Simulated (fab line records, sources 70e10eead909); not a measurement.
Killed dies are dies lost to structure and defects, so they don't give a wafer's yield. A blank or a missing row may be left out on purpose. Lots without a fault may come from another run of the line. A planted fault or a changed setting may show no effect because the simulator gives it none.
A struck lot beside a sound one | flow nand_harc | 12 steps out of a route of 1159
Sound: wafers L322.3, L322.4, L322.5. Struck: wafers L329.1, L329.4, L329.5. The cause comes at the end.
At each step with rows: each side's tool, then ch and its chambers, then its first start. Under that, the readings that differ: sound wafers | struck wafers | difference of the means | sigmas: that difference in standard deviations of wafers without a fault.
alike: readings whose means differ by less than 2 such deviations, and words and numbers that are the same on both sides. not compared: withheld readings, readings that some wafer has no value for, bounds like >300 that may hide the same value, and numbers for which the record gives no deviation and whose values overlap.
The two part at a step that has a row with sigmas, a row that says differs or no value, or rows on one side only. Numbers that don't overlap but have no deviation are shown without sigmas and don't part them. A reading that every wafer of one side lacks parts them only if that side has two wafers or more.

first, 2 steps without rows for these wafers: NHARC_A_STAIRCASE_HARDBAKE_185 (time 140 s); NHARC_A_STAIRCASE_DESCUM_186 (chemistry O2, time 3 s).
NHARC_A_STAIRCASE_TRIM_187: chemistry O2, time 211.2 s.
  sound on rie_diel-13 ch 1,2, day 14 12:17; struck on rie_diel-13 ch 1,2,3, day 16 04:13
  alike: drypump_motor_current_A, oes_product_au, rf_vpp_V, run_length_s, showerhead_plenum_p_Torr, throttle_valve_pct
  not compared: rf_hours_counter_h
then, 1 step without rows for these wafers: NHARC_A_STAIRCASE_ETCH_188 (etches the open film in C4F8/O2, target depth 100 nm, time 40.5 s).
NHARC_A_STAIRCASE_TRIM_189: chemistry O2, time 211.2 s.
  sound on rie_diel-13 ch 0,2,3; struck on rie_diel-13 ch 0,3
  alike: drypump_motor_current_A, oes_product_au, rf_vpp_V, run_length_s, showerhead_plenum_p_Torr, throttle_valve_pct
  not compared: rf_hours_counter_h
then, 1 step without rows for these wafers: NHARC_A_STAIRCASE_ETCH_190 (etches the open film in C4F8/O2, target depth 100 nm, time 40.5 s).
NHARC_A_STAIRCASE_TRIM_191: chemistry O2, time 211.2 s.
  sound on rie_diel-13 ch 0,2,3; struck on rie_diel-13 ch 0,1
  alike: drypump_motor_current_A, oes_product_au, rf_vpp_V, run_length_s, showerhead_plenum_p_Torr, throttle_valve_pct
  not compared: rf_hours_counter_h
then, 1 step without rows for these wafers: NHARC_A_STAIRCASE_ETCH_192 (etches the open film in C4F8/O2, target depth 100 nm, time 40.5 s).
NHARC_A_STAIRCASE_TRIM_193: chemistry O2, time 211.2 s.
  sound on rie_diel-13 ch 1,3; struck on rie_diel-13 ch 0,3
  alike: drypump_motor_current_A, oes_product_au, rf_vpp_V, run_length_s, showerhead_plenum_p_Torr, throttle_valve_pct
  not compared: rf_hours_counter_h
NHARC_A_STAIRCASE_ETCH_194: etches the open film in C4F8/O2, target depth 100 nm, time 40.5 s.
  sound on rie_diel-13 ch 1,3; struck on rie_diel-13 ch 0,1,3
  alike: oes_product_au, rf_fwd_power_W, rf_vpp_V
  not compared: rf_hours_counter_h
NHARC_A_STAIRCASE_TRIM_196: chemistry O2, time 211.2 s.
  sound on rie_diel-01 ch 0,2, day 14 14:18; struck on rie_diel-01 ch 0,1,2, day 16 05:57
  reading          | sound             | struck            | difference | sigmas
  run_length_s (s) | 233.1 232.9 233.4 | 301.5 302.9 302.1 | +69.0      | +99 or more
  alike: drypump_motor_current_A, oes_product_au, rf_vpp_V, showerhead_plenum_p_Torr, throttle_valve_pct
  not compared: rf_hours_counter_h
then, 1 step without rows for these wafers: NHARC_A_STAIRCASE_ETCH_197 (etches the open film in C4F8/O2, target depth 100 nm, time 40.5 s).

WHERE THEY PART
Only at NHARC_A_STAIRCASE_TRIM_196, within this record.

WHY: what the simulator had put in
Process parameter drift: rie_diel-01, from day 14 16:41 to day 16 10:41, at NHARC_A_STAIRCASE_TRIM_196. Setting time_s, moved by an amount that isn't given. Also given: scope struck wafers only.
